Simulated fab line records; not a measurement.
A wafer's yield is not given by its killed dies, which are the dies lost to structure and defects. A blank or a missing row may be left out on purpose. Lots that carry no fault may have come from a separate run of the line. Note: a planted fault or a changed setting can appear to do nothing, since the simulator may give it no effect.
Which of the tools did it? | flow nand_harc | 39 wafers from 13 lots sampled at 5 of the route's 1302 steps

## WHAT THE GAUGES SHOWED, per wafer
NHARC_A_BONDPAD_CD_MEAS_09 targets a cd of 500 nm. Usual: cd_nm at 500.2 nm, with a standard deviation of 1.9.
lot  | measured     | on        | cd_nm (nm)        | flag
L714 | day 25 02:38 | cd_sem-01 | 500.4 496.9 497.3 |
L713 | day 24 03:46 | cd_sem-02 | 501.2 499.6 498.2 |
L715 | day 25 03:13 | cd_sem-01 | 500.0 500.4 497.4 |
L716 | day 24 20:04 | cd_sem-03 | 504.3 501.7 498.2 |
L718 | day 25 06:55 | cd_sem-03 | 499.1 497.9 500.4 |
L719 | day 25 22:32 | cd_sem-01 | 500.8 497.3 502.2 |
L720 | day 26 18:59 | cd_sem-03 | 500.0 500.2 499.8 |
L721 | day 26 13:43 | cd_sem-01 | 496.7 498.6 498.5 |
L722 | day 27 11:50 | cd_sem-01 | 500.3 500.3 501.7 |
L727 | day 29 12:17 | cd_sem-02 | 496.2 498.4 499.9 |
L729 | day 30 09:05 | cd_sem-01 | 502.0 501.9 502.4 |
L734 | day 31 23:35 | cd_sem-02 | 502.5 499.2 502.5 |
L735 | day 32 23:22 | cd_sem-03 | 501.9 500.4 503.7 |

NHARC_END_SORT_01. Usual: killed_at_array 49, standard deviation 18; killed_at_other 0.8, standard deviation 1; killed_at_periphery 4.2, standard deviation 2.8; killed_dies 54, standard deviation 18; killed_open 3.0, standard deviation 1.7; killed_short 2.5, standard deviation 1.6.
lot  | measured     | on        | killed_at_array | killed_at_other | killed_at_periphery | killed_dies | killed_open | killed_short | flag
L727 | day 30 17:14 | prober-01 | 123 121 124     | 0 1 1           | 3 2 4               | 126 124 129 | 2 1 8       | 2 2 1        | OFF

## WHAT TOOL EACH LOT RAN ON (gives the tool, then ch and the chambers of the sampled wafers, and finally the start)
lot  | NHARC_A_ONON_D2_DEP_03           | NHARC_A_BONDPAD_DEP_00                   | NHARC_THIN_TSV_STRIP_56
L714 | pecvd_onon-01 ch 0, day 12 22:07 | pecvd-01 ch 0,2, day 25 01:23            | plasma_asher-02 ch 0,1, day 26 00:56
L713 | pecvd_onon-03 ch 0, day 12 22:24 | pecvd-04 ch 0,2, day 24 02:43            | plasma_asher-02 ch 0,1, day 25 02:50
L715 | pecvd_onon-01 ch 0, day 13 15:09 | pecvd-03 ch 0,1, day 25 01:59            | plasma_asher-01 ch 0,1, day 26 02:16
L716 | pecvd_onon-03 ch 0, day 13 15:11 | pecvd-01 ch 1,2, day 24 18:50            | plasma_asher-01 ch 0,1, day 25 20:07
L718 | pecvd_onon-02 ch 0, day 14 09:59 | pecvd-03 ch 0,1,2, day 25 05:53          | plasma_asher-01 ch 0,1, day 26 07:22
L719 | pecvd_onon-01 ch 0, day 14 20:59 | pecvd-04 ch 0,1, day 25 21:11            | plasma_asher-02 ch 0,1, day 26 21:19
L720 | pecvd_onon-03 ch 0, day 15 14:02 | pecvd-04 ch 0,2, day 26 18:59 or earlier | plasma_asher-01 ch 1, day 27 16:32
L721 | pecvd_onon-02 ch 0, day 15 14:02 | pecvd-03 ch 1,2, day 26 12:40            | plasma_asher-01 ch 0,1, day 27 12:31
L722 | pecvd_onon-03 ch 0, day 16 13:15 | pecvd-01 ch 0,1,2, day 27 10:40          | plasma_asher-02 ch 0,1, day 28 11:59
L727 | pecvd_onon-02 ch 0, day 18 14:04 | pecvd-01 ch 0,1, day 29 11:16            | plasma_asher-02 ch 0,1, day 30 08:53
L729 | pecvd_onon-03 ch 0, day 19 00:23 | pecvd-01 ch 0,1,2, day 30 07:58          | plasma_asher-02 ch 0,1, day 31 09:32
L734 | pecvd_onon-03 ch 0, day 21 13:01 | pecvd-03 ch 0,1,2, day 31 22:29          | plasma_asher-02 ch 0,1, day 32 22:58
L735 | pecvd_onon-01 ch 0, day 22 02:53 | pecvd-01 ch 0,1,2, day 32 22:11          | plasma_asher-02 ch 0,1, day 33 21:58
- NHARC_A_ONON_D2_DEP_03: target thk 1000 nm.
- NHARC_A_BONDPAD_DEP_00: deposits SiCN, target thk 250 nm.
- NHARC_THIN_TSV_STRIP_56: strips in O2.

## AS READ BY THE TOOLS THEMSELVES (means over the sampled wafers that have a number; for cases with no such wafer, the mark the record gives instead)
NHARC_A_ONON_D2_DEP_03. Usual: n2_flow_sccm at 2751 sccm, with a standard deviation of 9.4.
lot  | tool          | n2_flow_sccm (sccm) | flag
L714 | pecvd_onon-01 | 2757                |
L713 | pecvd_onon-03 | 2744                |
L715 | pecvd_onon-01 | 2749                |
L716 | pecvd_onon-03 | 2739                |
L718 | pecvd_onon-02 | 2742                |
L719 | pecvd_onon-01 | 2763                |
L720 | pecvd_onon-03 | 2742                |
L721 | pecvd_onon-02 | 2754                |
L722 | pecvd_onon-03 | 2756                |
L727 | pecvd_onon-02 | 2761                |
L729 | pecvd_onon-03 | 2762                |
L734 | pecvd_onon-03 | 2763                |
L735 | pecvd_onon-01 | 2749                |

NHARC_A_BONDPAD_DEP_00. Usual: heater_power_w at 588 W, with a standard deviation of 75.
lot  | tool     | heater_power_w (W) | flag
L714 | pecvd-01 | 599                |
L713 | pecvd-04 | 565                |
L715 | pecvd-03 | 590                |
L716 | pecvd-01 | 601                |
L718 | pecvd-03 | 561                |
L719 | pecvd-04 | 537                |
L720 | pecvd-04 | 593                |
L721 | pecvd-03 | 560                |
L722 | pecvd-01 | 650                |
L727 | pecvd-01 | 677                |
L729 | pecvd-01 | 653                |
L734 | pecvd-03 | 533                |
L735 | pecvd-01 | 589                |

NHARC_THIN_TSV_STRIP_56. Usual: drypump_motor_current_A 5.7 A, standard deviation 0.65; heater_power_w 341 W, standard deviation 13; rf_refl_power_W 14 W, standard deviation 4.5; temp_c 250.00 C, standard deviation 0.18.
lot  | tool            | drypump_motor_current_A (A) | heater_power_w (W) | rf_refl_power_W (W) | temp_c (C) | flag
L714 | plasma_asher-02 | 5.9                         | 335                | 12                  | 250.09     |
L713 | plasma_asher-02 | 5.9                         | 342                | 12                  | 250.04     |
L715 | plasma_asher-01 | 6.0                         | 347                | 18                  | 250.05     |
L716 | plasma_asher-01 | 6.0                         | 347                | 18                  | 249.87     |
L718 | plasma_asher-01 | 6.0                         | 351                | -                   | 250.15     | OFF
L719 | plasma_asher-02 | 5.4                         | 337                | 14                  | 250.17     |
L720 | plasma_asher-01 | 6.2                         | 347                | 22                  | 249.89     |
L721 | plasma_asher-01 | 6.0                         | 350                | 18                  | 249.93     |
L722 | plasma_asher-02 | 5.9                         | 328                | 12                  | 250.07     |
L727 | plasma_asher-02 | 5.3                         | 334                | 14                  | 249.88     |
L729 | plasma_asher-02 | 5.9                         | 331                | 12                  | 249.92     |
L734 | plasma_asher-02 | 5.4                         | 333                | -                   | 249.99     | OFF
L735 | plasma_asher-02 | 5.3                         | 350                | -                   | 250.07     | OFF

## THE ANSWER, worked out from the rows above alone
Rule: take the mean of a lot's wafers that have a number; if it is more than 3 standard deviations from the usual mean, the lot is off. A lot without any number at a reading at which 4 lots or more have one is off too. Any other lot the step has rows for is counted as sound. The gauges are gone through in route order, then the tools' own readings, and for those a lot's mean is taken as printed above. At the first step where some lot is off, the reading lying furthest off is the one used; lots without a number count as furthest.
Off at NHARC_END_SORT_01 (killed_at_array): L727. Neither off nor sound, because the step has no rows for them: L714, L713, L715, L716, L718, L719, L720, L721, L722, L729, L734, L735.
A tool fits if, at a process step before that reading, it ran every lot that is off, and no sound lot after the first of them. Gauges at NHARC_END_SORT_01: tried the same way as those tools. Can't be told from this: 4 tools fit, pecvd_onon-02 at NHARC_A_ONON_D2_DEP_03, pecvd-01 at NHARC_A_BONDPAD_DEP_00, plasma_asher-02 at NHARC_THIN_TSV_STRIP_56, prober-01 at NHARC_END_SORT_01.

## WHAT THE SIMULATOR HAD PUT IN
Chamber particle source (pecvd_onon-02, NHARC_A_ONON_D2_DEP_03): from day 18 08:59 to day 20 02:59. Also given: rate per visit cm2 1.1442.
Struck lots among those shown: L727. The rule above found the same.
